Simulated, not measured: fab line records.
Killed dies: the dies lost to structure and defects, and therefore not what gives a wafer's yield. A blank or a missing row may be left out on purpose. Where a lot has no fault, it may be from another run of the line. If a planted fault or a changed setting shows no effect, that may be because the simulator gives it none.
Struck lot and sound lot, side by side | flow nand_harc | 15 out of 1302 route steps
Sound: wafers L272.1, L272.4, L272.5. Struck: wafer L278.3 (left out: L278.4, L278.6 of the same lot, which were not struck); the cause appears at the end.
Each step with rows lists, per side, the tool, then ch with its chambers, then its first start. Under that, the readings that differ: sound wafers | struck wafers | difference of the means | sigmas: that difference in standard deviations of wafers without a fault.
alike: words and numbers the same on both sides, and readings whose means are apart by under 2 such deviations; not compared: readings that were withheld, readings missing a value for some wafer, numbers with overlapping values and no deviation given by the record, and bounds like >300 which may hide the same value.
A row with sigmas, a row that says differs or no value, or rows on one side alone: a step with any of these is where the two part. Numbers that have no deviation but don't overlap get no sigmas and don't part them. Lack of a reading on every wafer of one side parts them only where that side has two or more wafers.

first, 8 steps without rows for these wafers: NHARC_A_M1_HMDS_02 (time 30 s); NHARC_A_M1_COAT_34 (time 65 s); NHARC_A_M1_COAT_03 (resist thk 90 nm); NHARC_A_M1_SOFTBAKE_04 (time 55 s); NHARC_A_M1_EBR_05; NHARC_A_M1_EXPOSE_06 (exposes mask A M1, target cd 120 nm); NHARC_A_M1_PEB_07 (peb time 65 s); NHARC_A_M1_DEVELOP_08 (develop time 35 s).
NHARC_A_M1_CD_MEAS_09: target cd 120 nm.
  sound on cd_sem-03 ch 0, day 27 00:55; struck on cd_sem-03 ch 0, day 29 10:57
  alike: cd_nm
NHARC_A_M1_OVL_MEAS_10: pitch 240 nm.
  sound on overlay-02, day 27 01:00; struck on overlay-02, day 29 11:02
  alike: overlay_x_nm, overlay_y_nm
NHARC_A_M1_INSPECT_11:
  sound on defect_inspect-01, day 27 01:02; struck on defect_inspect-01, day 29 11:04
  alike: raw_defect_count
NHARC_A_M1_DESCUM_14: chemistry O2, time 3 s.
  sound on rie_diel-02 ch 0,2,3, day 27 01:07; struck on rie_diel-01 ch 1, day 29 11:08
  reading                         | sound          | struck | difference | sigmas
  showerhead_plenum_p_Torr (Torr) | 1.82 1.87 1.78 | 2.05   | +0.23      | +3
  alike: drypump_motor_current_A, oes_product_au, rf_vpp_V, throttle_valve_pct
  not compared: rf_hours_counter_h
NHARC_A_M1_ETCH_35: etches the open film in N2/H2, target depth 40 nm, overetch 12 nm, time 43.94 s.
  sound on rie_diel-02 ch 1,2,3, day 27 01:11; struck on rie_diel-01 ch 0, day 29 11:14
  reading          | sound             | struck | difference | sigmas
  rf_vpp_V (V)     | 428.5 426.1 431.2 | 434.2  | +5.6       | +2
  run_length_s (s) | 65.9 65.2 64.6    | 50.9   | -14.3      | -36
  alike: drypump_motor_current_A, oes_product_au, showerhead_plenum_p_Torr, throttle_valve_pct
  not compared: rf_fwd_power_W, rf_hours_counter_h
NHARC_A_M1_ETCH_15: etches the open film in C4F8/Ar, target depth 182.5 nm, time 91.2 s.
  sound: rie_diel-02 ch 1,3; struck: rie_diel-01 ch 2
  reading               | sound             | struck | difference | sigmas
  oes_product_au (a.u.) | 0.965 0.985 0.988 | 0.893  | -0.086     | -4
  alike: rf_fwd_power_W, rf_vpp_V, run_length_s
  not compared: rf_hours_counter_h
NHARC_END_SORT_01:
  the record has rows for the sound wafers here (prober-02 ch 0, day 28 14:04) and none for the struck ones

== WHERE THEY PART ==
Earliest at NHARC_A_M1_DESCUM_14; latest, in this record, at NHARC_END_SORT_01.

WHY: the cause the simulator had injected
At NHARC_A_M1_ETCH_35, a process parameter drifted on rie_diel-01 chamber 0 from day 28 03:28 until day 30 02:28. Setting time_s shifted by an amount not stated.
